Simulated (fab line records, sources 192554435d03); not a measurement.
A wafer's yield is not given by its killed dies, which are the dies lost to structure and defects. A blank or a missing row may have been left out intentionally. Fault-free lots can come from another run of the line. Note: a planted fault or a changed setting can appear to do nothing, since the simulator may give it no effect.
Chamber matching ; flow n5_finfet ; 4 sister chambers for N5_BEOL_M4_DESCUM_16 on rie_diel-06
The step chemistry O2, time 7 s. 20 wafers are shown with their chamber, then 10 later ones without.

EACH WAFER AND ITS CHAMBER
wafer;chamber;showerhead_plenum_p_Torr (Torr);drypump_motor_current_A (A);oes_product_au (a.u.)
L077.1;0;2.20;6.0;0.77
L077.2;2;1.99;5.5;0.69
L077.4;3;2.19;5.7;0.79
L079.1;3;2.19;5.8;0.79
L079.3;2;1.99;5.5;0.69
L079.5;1;2.05;5.8;0.71
L087.2;3;2.18;5.7;0.77
L087.4;1;2.04;5.8;0.94
L087.6;3;2.18;5.7;0.77
L089.2;3;2.18;5.7;0.77
L089.4;0;2.20;6.0;0.75
L089.6;2;1.99;5.6;0.68
L091.4;2;1.98;5.5;0.69
L091.5;1;2.04;5.8;0.94
L091.6;2;1.98;5.5;0.69
L092.1;3;2.18;5.7;0.76
L092.2;2;1.98;5.6;0.67
L092.4;0;2.19;6.0;0.75
L093.1;1;2.04;5.8;0.89
L093.3;3;2.18;5.7;0.75

SIGNATURES, as means of the wafers listed above
reading;chamber 0;chamber 1;chamber 2;chamber 3;scatter within a chamber
showerhead_plenum_p_Torr;2.1967;2.0425;1.9850;2.1829;0.00521
drypump_motor_current_A;6.000;5.800;5.533;5.714;0.037
oes_product_au;0.7567;0.8700;0.6850;0.7714;0.0485
Rule: a wafer's distance from a chamber is the root of the sum, over the readings, of the square of ((its reading less the chamber's mean) divided by the reading's scatter). The wafer belongs to the nearest chamber; if the next one is less than 2 further off, it can't be placed. The scatter: the root of (the sum of the squares of (reading less its chamber's mean) over the shown wafers, divided by (wafers less chambers)).

WAFERS WITH NO CHAMBER GIVEN
wafer;showerhead_plenum_p_Torr (Torr);drypump_motor_current_A (A);oes_product_au (a.u.)
L093.4;2.19;6.0;0.73
L095.2;2.19;6.0;0.73
L095.4;1.98;5.5;0.67
L095.5;2.18;5.7;0.76
L094.1;2.19;6.0;0.73
L094.3;2.18;5.8;0.75
L094.6;2.19;6.0;0.73
L096.1;2.18;5.7;0.76
L096.4;2.18;5.7;0.76
L096.5;2.19;6.0;0.73

WHICH CHAMBER EACH WENT THROUGH
wafer;from the rows above;in truth
L093.4;0;0
L095.2;0;0
L095.4;2;2
L095.5;3;3
L094.1;0;0
L094.3;3;3
L094.6;0;0
L096.1;3;3
L096.4;3;3
L096.5;0;0
Correctly placed: 10 of 10. Left unplaced by these rows: 0. Wrongly placed: 0.
